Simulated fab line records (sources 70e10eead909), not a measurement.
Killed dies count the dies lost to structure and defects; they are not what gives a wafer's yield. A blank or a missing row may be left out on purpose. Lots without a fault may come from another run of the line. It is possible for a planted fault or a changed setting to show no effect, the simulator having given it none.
fab line records	flow nandHarc	part 1 of 2: steps 1 to 4 of 6
record lots=24	wafers=72	lastDay=34
route steps=1302 shown A_CHANNEL_FILL_D2@633 A_STAIRCASE@674
lots that met no fault: from a run of the same line without faults
startH: the number of hours between the record's first day and the start of the first shown wafer of the lot	waitH: hours elapsed since this lot's preceding step	" as in the row above	L1.1+2: a row that stands for several wafers	- no value, or no start was given	* or withheld: withheld	< > ~ a bound
route shown NAME@n: a module of which the file shows steps, and the number in the route of the first	usual: mean/standard deviation taken from wafers without a fault	same: alike in all rows	chamber/n: place in a boat	sites: readings site by site	_std_site: the standard deviation of these	_edge_site: the outer-site mean with the inner-site mean subtracted	radiusMm: for every site, how far away it sits from the centre of the wafer	mask NAME#n: copy n	behind: the last tool/chamber to shape the wafer	hold: why the lot was held/for how many hours/how that ended	device: names the non-switching transistor (n, p or np)	end of line: at the end of the route, the tests of the same wafers	a step without rows: its recipe alone	killed: dies that structure and defects cost at the first sort, which is not the same as the wafer's yield	map: a wafer's dies, x killed, . not, _ none there
set.NAME: setting as actually run; set.NAME@STEP: the setting as run at that earlier step	model.NAME: the simulator's own value behind a step, which no gauge read
the route's steps for a sample of lots (tables are steps, rows are wafers)
services: a tool's chamber out of use, with start hour (startH, from the record's first day; less than 0 if before it), hours out, and reason
## steps
# step NHARC_A_CHANNEL_FILL_D2_CMP_10
# recipe targetThkNm=150
# usual motorCurrentA=11.8/1.5	slurryFilterDpKPa=13.51/0.14	timeToEndpointS=15.7/1.7
lot.wafer	tool	chamber	startH	waitH	motorCurrentA	slurryFilterDpKPa	timeToEndpointS
L074.3	cmp-02	3	342.09	0.4	9.9	13.72	16.8
L074.2	"	2	"	"	11.1	13.53	15.7
L074.5	"	0	"	"	13.2	13.55	15.3
L076.4	cmp-02	3	366.41	0.4	9.8	13.68	17.3
L076.6	"	3	"	"	9.9	13.55	16.7
L076.5	"	0	"	"	13.7	13.46	16.5
L075.4	cmp-01	1	366.41	0.4	11.8	13.67	15.3
L075.1	"	3	"	"	12.7	13.57	16.1
L075.2	"	0	"	"	14.8	13.31	12.4
L077.2	cmp-03	2	366.41	0.4	10.2	13.14	16.9
L077.1	"	3	"	"	11.7	13.31	13.3
L077.5	"	2	"	"	9.8	13.42	14.4
L078.3	cmp-01	0	388.27	0.4	13.9	13.49	16.8
L078.1	"	2	"	"	13.6	13.48	16.3
L078.5	"	0	"	"	13.7	13.70	16.5
L079.3	cmp-01	1	394.01	0.4	10.7	13.49	16.3
L079.1	"	2	"	"	12.8	13.48	15.2
L079.5	"	2	"	"	13.3	13.56	16.7
L080.2	cmp-03	2	412.34	0.4	10.6	13.51	16.9
L080.5	"	2	"	"	10.7	13.77	17.1
L080.6	"	3	"	"	11.3	13.78	12.9
L081.4	cmp-01	2	412.36	0.4	13.4	13.48	15.6
L081.1	"	3	"	"	13.5	13.55	18.3
L081.6	"	1	"	"	11.4	13.69	16.5
L082.1	cmp-01	2	427.50	0.4	13.3	13.40	12.4
L082.2	"	3	"	"	13.3	13.40	16.2
L082.5	"	1	"	"	11.3	13.41	16.9
L084.4	cmp-02	1	447.88	0.4	9.7	13.51	16.8
L084.2	"	0	"	"	13.1	13.47	17.7
L084.6	"	1	"	"	9.0	13.52	18.0
L083.4	cmp-01	1	451.90	0.4	11.5	13.48	13.7
L083.3	"	0	"	"	13.8	13.27	13.7
L083.6	"	1	"	"	11.2	13.74	16.7
L085.3	cmp-02	0	462.59	0.4	13.3	13.74	13.6
L085.4	"	1	"	"	9.2	13.62	12.4
L085.6	"	1	"	"	10.0	13.52	12.9
L086.3	cmp-02	1	466.15	0.4	9.9	13.74	15.8
L086.1	"	2	"	"	11.4	13.56	16.0
L086.5	"	2	"	"	11.7	13.57	15.3
L087.1	cmp-02	1	473.09	0.4	10.2	13.46	15.7
L087.2	"	3	"	"	9.9	13.35	16.3
L087.5	"	1	"	"	9.3	13.36	16.2
L088.4	cmp-02	0	490.33	0.4	13.7	13.65	16.7
L088.2	"	1	"	"	10.1	13.56	13.6
L088.6	"	3	"	"	9.9	13.57	14.4
L089.4	cmp-03	0	490.33	0.4	12.1	13.72	14.9
L089.3	"	1	"	"	12.0	13.41	14.8
L089.1	"	2	"	"	9.9	13.35	15.9
L091.3	cmp-01	0	508.57	0.4	14.6	13.57	17.7
L091.2	"	1	"	"	11.5	13.62	18.1
L091.4	"	2	"	"	12.8	13.68	16.8
L090.1	cmp-02	3	508.60	0.4	9.7	13.36	15.2
L090.3	"	0	"	"	13.5	13.74	14.7
L090.6	"	3	"	"	9.9	13.58	17.8
L093.1	cmp-01	0	534.81	0.4	14.2	13.33	14.8
L093.3	"	3	"	"	13.2	13.47	20.3
L093.5	"	0	"	"	14.2	13.45	13.7
L092.3	cmp-02	1	534.86	0.4	9.7	13.75	15.7
L092.4	"	2	"	"	10.8	13.48	17.4
L092.6	"	0	"	"	13.9	13.41	15.3
L095.2	cmp-01	3	548.89	0.4	12.7	13.66	17.9
L095.1	"	0	"	"	14.2	13.45	17.7
L095.3	"	2	"	"	13.0	13.57	17.6
L094.2	cmp-02	2	569.93	0.4	11.6	13.64	15.5
L094.5	"	3	"	"	10.0	13.39	16.6
L094.6	"	0	"	"	13.2	13.48	17.2
L096.2	cmp-01	0	582.07	0.4	13.5	13.62	14.3
L096.5	"	0	"	"	13.6	13.56	13.8
L096.6	"	1	"	"	11.1	13.52	15.4
L097.2	cmp-02	0	585.75	0.4	13.4	13.73	14.7
L097.3	"	1	"	"	9.8	13.38	15.4
L097.6	"	2	"	"	11.1	13.48	15.4
# step NHARC_A_STAIRCASE_TRIM_18
# recipe timeS=211.2	o2FlowSccm=500	arFlowSccm=0	biasW=0	chemistry=O2
# usual drypumpMotorCurrentA=5.61/0.3	oesProductAu=1.002/0.0072	rfVppV=57.7/0.93	showerheadPlenumPTorr=3.52/0.15	throttleValvePct=17.036/0.0095
lot.wafer	tool	chamber	startH	waitH	drypumpMotorCurrentA	oesProductAu	rfHoursCounterH	rfVppV	showerheadPlenumPTorr	throttleValvePct
L074.2	rieDiel-02	0	-	-	5.65	1.000	42	57.1	3.32	17.025
L074.3	"	0	"	"	5.62	0.999	-	56.3	3.32	17.045
L074.5	"	3	"	"	5.25	0.997	-	57.9	3.61	17.031
L075.2	rieDiel-04	3	-	-	4.96	1.008	1	56.4	3.47	17.043
L075.1	"	0	"	"	5.59	1.015	1	58.7	3.66	17.024
L075.4	"	2	"	"	5.96	0.999	1	58.9	3.61	17.039
L076.4	rieDiel-04	2	-	-	5.96	1.002	2	59.8	3.61	17.043
L076.6	"	3	"	"	4.98	1.004	-	57.3	3.47	17.028
L076.5	"	0	"	"	5.60	1.018	-	58.6	3.66	17.037
L077.2	rieDiel-11	2	-	-	5.81	1.012	29	58.6	3.28	17.032
L077.1	"	3	"	"	5.71	1.016	31	56.6	3.67	17.037
L077.5	"	1	"	"	5.77	1.011	-	57.7	3.42	17.051
L078.1	rieDiel-02	2	-	-	6.01	1.005	54	59.0	3.43	17.032
L078.3	"	0	"	"	5.62	0.996	60	56.8	3.31	17.029
L078.5	"	3	"	"	5.25	0.992	-	58.8	3.60	17.039
L079.1	rieDiel-04	1	-	-	5.73	1.002	9	57.2	3.63	17.047
L079.3	"	3	"	"	4.99	1.004	10	57.7	3.47	17.036
L079.5	"	1	"	"	5.74	1.001	-	58.6	3.63	17.021
L080.2	rieDiel-02	2	-	-	6.01	1.003	5	57.0	3.42	17.041
L080.5	"	1	"	"	5.80	0.999	-	58.8	3.75	17.040
L080.6	"	2	"	"	6.02	1.006	-	57.1	3.42	17.035
L081.4	rieDiel-02	1	-	-	5.80	1.006	4	59.4	3.75	17.042
L081.1	"	2	"	"	6.02	1.007	6	55.7	3.42	17.021
L081.6	"	1	"	"	5.77	1.001	-	58.4	3.75	17.040
L082.2	rieDiel-04	0	-	-	5.64	1.005	21	58.0	3.65	17.030
L082.1	"	1	"	"	5.72	1.008	22	57.4	3.62	17.050
L082.5	"	3	"	"	4.96	1.005	-	56.7	3.46	17.020
L084.4	rieDiel-04	3	-	-	4.98	1.000	27	56.5	3.46	17.027
L084.2	"	1	"	"	5.70	0.997	28	56.3	3.62	17.047
L084.6	"	3	"	"	4.97	1.000	-	58.0	3.46	17.042
L083.4	rieDiel-04	1	-	-	5.71	0.995	29	56.0	3.62	17.053
L083.3	"	3	"	"	4.97	1.010	28	57.8	3.46	17.037
L083.6	"	2	"	"	5.97	1.005	-	57.5	3.59	17.040
L085.3	rieDiel-02	2	-	-	6.02	0.994	26	58.6	3.41	17.039
L085.4	"	3	"	"	5.23	1.002	21	59.0	3.59	17.039
L085.6	"	3	"	"	5.24	1.004	-	58.6	3.59	17.031
L086.1	rieDiel-02	3	-	-	5.21	0.996	22	58.6	3.59	17.047
L086.3	"	1	"	"	5.82	0.999	26	58.8	3.74	17.024
L086.5	"	3	"	"	5.21	0.988	-	58.7	3.59	17.044
L087.1	rieDiel-11	0	-	-	5.37	0.998	15	57.2	3.30	17.048
L087.2	"	1	"	"	5.77	0.998	12	57.5	3.40	17.032
L087.5	"	1	"	"	5.73	1.005	-	56.6	3.40	17.031
L088.2	rieDiel-04	1	-	-	5.70	0.986	46	57.0	3.61	17.036
L088.4	"	2	"	"	5.97	1.003	47	55.7	3.58	17.033
L088.6	"	2	"	"	5.97	0.990	-	57.9	3.58	17.025
L089.1	rieDiel-02	3	-	-	5.25	1.000	32	57.2	3.58	17.047
L089.4	"	1	"	"	5.77	0.996	35	58.2	3.73	17.025
L089.3	"	2	"	"	6.00	0.995	37	57.8	3.41	17.034
L090.3	rieDiel-02	2	-	-	6.03	0.995	39	58.6	3.40	17.040
L090.1	"	3	"	"	5.25	1.006	34	59.6	3.58	17.020
L090.6	"	2	"	"	6.03	0.999	-	57.4	3.40	17.028
L091.2	rieDiel-11	3	-	-	5.73	1.000	22	57.4	3.64	17.024
L091.4	"	1	"	"	5.74	1.007	21	58.3	3.40	17.033
L091.3	"	2	"	"	5.81	0.983	18	58.0	3.80	17.047
L093.1	rieDiel-11	2	-	-	5.83	0.997	30	57.3	3.79	17.055
L093.3	"	3	"	"	5.71	1.003	36	58.4	3.63	17.058
L093.5	"	0	"	"	5.35	1.017	-	57.6	3.28	17.041
L092.3	rieDiel-11	1	-	-	5.76	1.008	34	57.3	3.39	17.039
L092.4	"	2	"	"	5.78	1.002	30	57.8	3.79	17.037
L092.6	"	0	"	"	5.35	1.001	-	58.5	3.29	17.037
L095.1	rieDiel-02	3	-	-	5.23	0.993	44	57.0	3.58	17.041
L095.3	"	0	"	"	5.61	1.009	44	57.3	3.29	17.035
L095.2	"	1	"	"	5.80	0.998	51	57.8	3.72	17.028
L094.2	rieDiel-11	1	-	-	5.76	1.009	44	57.6	3.38	17.041
L094.5	"	3	"	"	5.70	1.015	-	57.5	3.63	17.041
L094.6	"	0	"	"	5.36	1.005	-	58.3	3.28	17.035
L096.2	rieDiel-02	1	-	-	5.78	1.008	1	58.5	3.72	17.027
L096.5	"	3	"	"	5.26	1.002	-	57.8	3.57	17.046
L096.6	"	0	"	"	5.68	1.001	-	55.5	3.29	17.032
L097.3	rieDiel-02	0	-	-	5.64	1.000	4	58.6	3.29	17.039
L097.2	"	1	"	"	5.78	1.011	4	58.9	3.72	17.033
L097.6	"	1	"	"	5.78	0.995	-	59.1	3.72	17.044
# step NHARC_A_STAIRCASE_ETCH_19
# recipe targetDepthA=1000	timeS=40.5	ionEnergyEv=400	c4f8FlowSccm=20	o2FlowSccm=10	arFlowSccm=withheld	rfW=600	biasW=1000	chemistry=C4F8/O2
# usual oesProductAu=0.943/0.01	rfVppV=896/5.7
lot.wafer	tool	chamber	startH	waitH	oesProductAu	rfHoursCounterH	rfVppV
L074.2	rieDiel-02	0	-	-	0.940	42	890
L074.3	"	0	"	"	0.944	-	888
L074.5	"	3	"	"	0.928	-	899
L075.2	rieDiel-04	2	-	-	0.935	1	898
L075.1	"	0	"	"	0.947	1	900
L075.4	"	1	"	"	0.943	1	899
L076.4	rieDiel-04	1	-	-	0.952	1	899
L076.6	"	1	"	"	0.947	-	901
L076.5	"	2	"	"	0.934	-	899
L077.2	rieDiel-11	3	-	-	0.971	31	901
L077.1	"	1	"	"	0.945	29	892
L077.5	"	0	"	"	0.950	-	889
L078.1	rieDiel-02	0	-	-	0.951	60	887
L078.3	"	1	"	"	0.951	53	902
L078.5	"	0	"	"	0.944	-	887
L079.1	rieDiel-04	3	-	-	0.942	10	893
L079.3	"	1	"	"	0.950	10	900
L079.5	"	3	"	"	0.943	-	894
L080.2	rieDiel-02	2	-	-	0.923	5	892
L080.5	"	0	"	"	0.939	-	890
L080.6	"	1	"	"	0.935	-	904
L081.4	rieDiel-02	2	-	-	0.936	6	892
L081.1	"	3	"	"	0.955	5	898
L081.6	"	3	"	"	0.944	-	899
L082.2	rieDiel-04	1	-	-	0.939	22	900
L082.1	"	3	"	"	0.939	21	894
L082.5	"	1	"	"	0.948	-	900
L084.2	rieDiel-04	1	-	-	0.955	28	899
L084.4	"	2	"	"	0.947	27	897
L084.6	"	2	"	"	0.953	-	899
L083.4	rieDiel-04	1	-	-	0.944	29	899
L083.3	"	2	"	"	0.932	28	899
L083.6	"	2	"	"	0.941	-	899
L085.4	rieDiel-02	2	-	-	0.935	26	892
L085.3	"	3	"	"	0.930	21	898
L085.6	"	0	"	"	0.949	-	888
L086.1	rieDiel-02	2	-	-	0.944	27	892
L086.3	"	1	"	"	0.941	26	905
L086.5	"	3	"	"	0.938	-	897
L087.1	rieDiel-11	3	-	-	0.945	12	900
L087.2	"	2	"	"	1.004	10	905
L087.5	"	0	"	"	0.923	-	884
L088.4	rieDiel-04	2	-	-	0.929	47	898
L088.2	"	3	"	"	0.956	45	893
L088.6	"	2	"	"	0.932	-	898
L089.1	rieDiel-02	2	-	-	0.929	37	891
L089.4	"	3	"	"	0.938	32	897
L089.3	"	0	"	"	0.944	30	887
L090.1	rieDiel-02	3	-	-	0.941	34	898
L090.3	"	0	"	"	0.939	32	886
L090.6	"	2	"	"	0.929	-	892
L091.3	rieDiel-11	1	-	-	0.947	21	890
L091.2	"	2	"	"	0.958	18	905
L091.4	"	0	"	"	0.942	25	886
L093.3	rieDiel-11	2	-	-	0.949	30	906
L093.1	"	3	"	"	0.956	36	900
L093.5	"	1	"	"	0.949	-	890
L092.4	rieDiel-11	2	-	-	0.934	30	906
L092.3	"	0	"	"	0.935	41	886
L092.6	"	3	"	"	0.945	-	900
L095.2	rieDiel-02	2	-	-	0.934	54	893
L095.1	"	3	"	"	0.941	44	898
L095.3	"	0	"	"	0.945	44	888
L094.2	rieDiel-11	3	-	-	0.953	44	898
L094.5	"	1	"	"	0.951	-	890
L094.6	"	2	"	"	0.951	-	904
L096.2	rieDiel-02	1	-	-	0.932	1	904
L096.6	"	0	"	"	0.937	-	887
L096.5	"	1	"	"	0.932	-	902
L097.3	rieDiel-02	1	-	-	0.937	4	902
L097.2	"	3	"	"	0.924	4	898
L097.6	"	2	"	"	0.940	-	890
# step NHARC_A_STAIRCASE_TRIM_24
# recipe timeS=211.2	o2FlowSccm=500	arFlowSccm=0	biasW=0	chemistry=O2
# usual drypumpMotorCurrentA=5.6/0.3	oesProductAu=1.002/0.0077	rfVppV=57.7/0.95	showerheadPlenumPTorr=3.52/0.15	throttleValvePct=17.037/0.0089
lot.wafer	tool	chamber	startH	waitH	drypumpMotorCurrentA	oesProductAu	rfHoursCounterH	rfVppV	showerheadPlenumPTorr	throttleValvePct
L074.2	rieDiel-02	0	-	-	5.6	1.001	43	58.1	3.32	17.030
L074.3	"	3	"	"	5.2	0.998	-	58.8	3.61	17.048
L074.5	"	0	"	"	5.6	0.992	-	59.4	3.32	17.036
L075.4	rieDiel-04	1	-	-	5.7	0.999	1	57.9	3.63	17.037
L075.1	"	3	"	"	5.0	1.006	2	57.5	3.47	17.041
L075.2	"	0	"	"	5.6	1.023	2	57.4	3.66	17.027
L076.4	rieDiel-04	3	-	-	5.0	1.015	3	58.3	3.47	17.049
L076.6	"	2	"	"	6.0	1.005	-	58.5	3.61	17.048
L076.5	"	3	"	"	5.0	1.012	-	57.6	3.47	17.037
L077.1	rieDiel-02	2	-	-	6.0	1.008	48	57.9	3.43	17.046
L077.2	"	0	"	"	5.6	1.013	52	56.1	3.32	17.045
L077.5	"	1	"	"	5.7	1.003	-	58.7	3.76	17.021
L078.1	rieDiel-02	2	-	-	6.0	1.010	54	57.1	3.43	17.032
L078.3	"	1	"	"	5.8	1.006	53	57.5	3.75	17.024
L078.5	"	3	"	"	5.2	0.996	-	59.4	3.60	17.040
L079.3	rieDiel-11	0	-	-	5.4	1.002	37	56.4	3.31	17.043
L079.1	"	1	"	"	5.8	1.018	40	58.7	3.41	17.027
L079.5	"	3	"	"	5.7	1.013	-	57.8	3.66	17.028
L080.2	rieDiel-11	2	-	-	5.8	0.998	53	57.1	3.27	17.041
L080.6	"	2	"	"	5.8	1.000	-	56.2	3.27	17.044
L080.5	"	3	"	"	5.7	1.008	-	57.7	3.65	17.050
L081.4	rieDiel-02	2	-	-	6.0	0.996	6	57.2	3.42	17.034
L081.1	"	3	"	"	5.2	0.986	6	58.5	3.60	17.038
L081.6	"	1	"	"	5.8	0.998	-	57.2	3.75	17.028
L082.1	rieDiel-11	2	-	-	5.8	1.002	56	55.1	3.27	17.028
L082.2	"	3	"	"	5.7	1.008	57	57.1	3.65	17.029
L082.5	"	1	"	"	5.8	1.014	-	57.6	3.41	17.044
L084.4	rieDiel-04	2	-	-	6.0	0.997	27	57.4	3.59	17.028
L084.2	"	3	"	"	5.0	0.989	27	57.4	3.46	17.038
L084.6	"	3	"	"	5.0	1.003	-	58.4	3.46	17.038
L083.3	rieDiel-04	0	-	-	5.6	1.002	29	58.7	3.64	17.050
L083.4	"	2	"	"	6.0	0.988	29	56.6	3.59	17.029
L083.6	"	0	"	"	5.6	1.013	-	57.2	3.64	17.032
L085.3	rieDiel-02	2	-	-	6.0	1.002	26	58.5	3.41	17.043
L085.4	"	3	"	"	5.2	0.989	21	58.5	3.59	17.041
L085.6	"	2	"	"	6.0	1.005	-	57.0	3.41	17.040
L086.1	rieDiel-02	3	-	-	5.2	0.988	22	56.9	3.59	17.031
L086.3	"	0	"	"	5.6	1.000	21	57.9	3.30	17.043
L086.5	"	0	"	"	5.6	1.008	-	58.5	3.30	17.026
L087.2	rieDiel-02	3	-	-	5.2	0.997	24	56.6	3.59	17.026
L087.1	"	0	"	"	5.6	1.004	25	56.4	3.30	17.035
L087.5	"	3	"	"	5.2	0.987	-	58.0	3.59	17.037
L088.4	rieDiel-11	3	-	-	5.7	1.007	19	55.8	3.64	17.028
L088.2	"	1	"	"	5.7	1.011	18	57.3	3.40	17.038
L088.6	"	3	"	"	5.7	1.008	-	57.8	3.64	17.043
L089.1	rieDiel-02	0	-	-	5.7	1.016	31	56.6	3.30	17.050
L089.4	"	2	"	"	6.0	0.997	37	57.3	3.41	17.021
L089.3	"	3	"	"	5.2	0.995	33	57.6	3.58	17.037
L090.1	rieDiel-11	3	-	-	5.7	1.013	22	57.9	3.64	17.055
L090.3	"	1	"	"	5.8	1.013	21	58.4	3.40	17.041
L090.6	"	2	"	"	5.8	0.998	-	58.1	3.80	17.043
L091.3	rieDiel-02	2	-	-	6.0	0.990	40	57.5	3.40	17.023
L091.4	"	3	"	"	5.2	0.995	35	58.8	3.58	17.029
L091.2	"	1	"	"	5.8	0.992	39	58.4	3.73	17.055
L093.3	rieDiel-04	2	-	-	6.0	0.996	0	58.7	3.58	17.042
L093.1	"	3	"	"	5.0	1.010	0	57.5	3.44	17.048
L093.5	"	3	"	"	5.0	1.013	-	58.7	3.44	17.033
L092.3	rieDiel-02	2	-	-	6.0	1.000	52	57.3	3.40	17.056
L092.4	"	0	"	"	5.6	1.005	43	55.9	3.29	17.041
L092.6	"	1	"	"	5.8	0.994	-	58.0	3.72	17.032
L095.1	rieDiel-04	0	-	-	5.6	1.010	6	57.2	3.62	17.049
L095.3	"	2	"	"	6.0	1.007	4	57.4	3.57	17.038
L095.2	"	3	"	"	5.0	1.009	4	58.4	3.44	17.043
L094.2	rieDiel-04	2	-	-	6.0	1.001	11	58.7	3.57	17.043
L094.5	"	0	"	"	5.7	1.004	-	59.5	3.62	17.036
L094.6	"	1	"	"	5.7	0.997	-	56.8	3.59	17.049
L096.2	rieDiel-04	0	-	-	5.6	1.007	15	59.3	3.62	17.034
L096.6	"	0	"	"	5.6	1.009	-	57.9	3.62	17.040
L096.5	"	1	"	"	5.7	1.008	-	56.9	3.59	17.032
L097.3	rieDiel-02	0	-	-	5.6	1.004	5	55.8	3.29	17.039
L097.2	"	1	"	"	5.8	1.008	5	57.6	3.72	17.042
L097.6	"	2	"	"	6.0	1.005	-	58.1	3.39	17.022
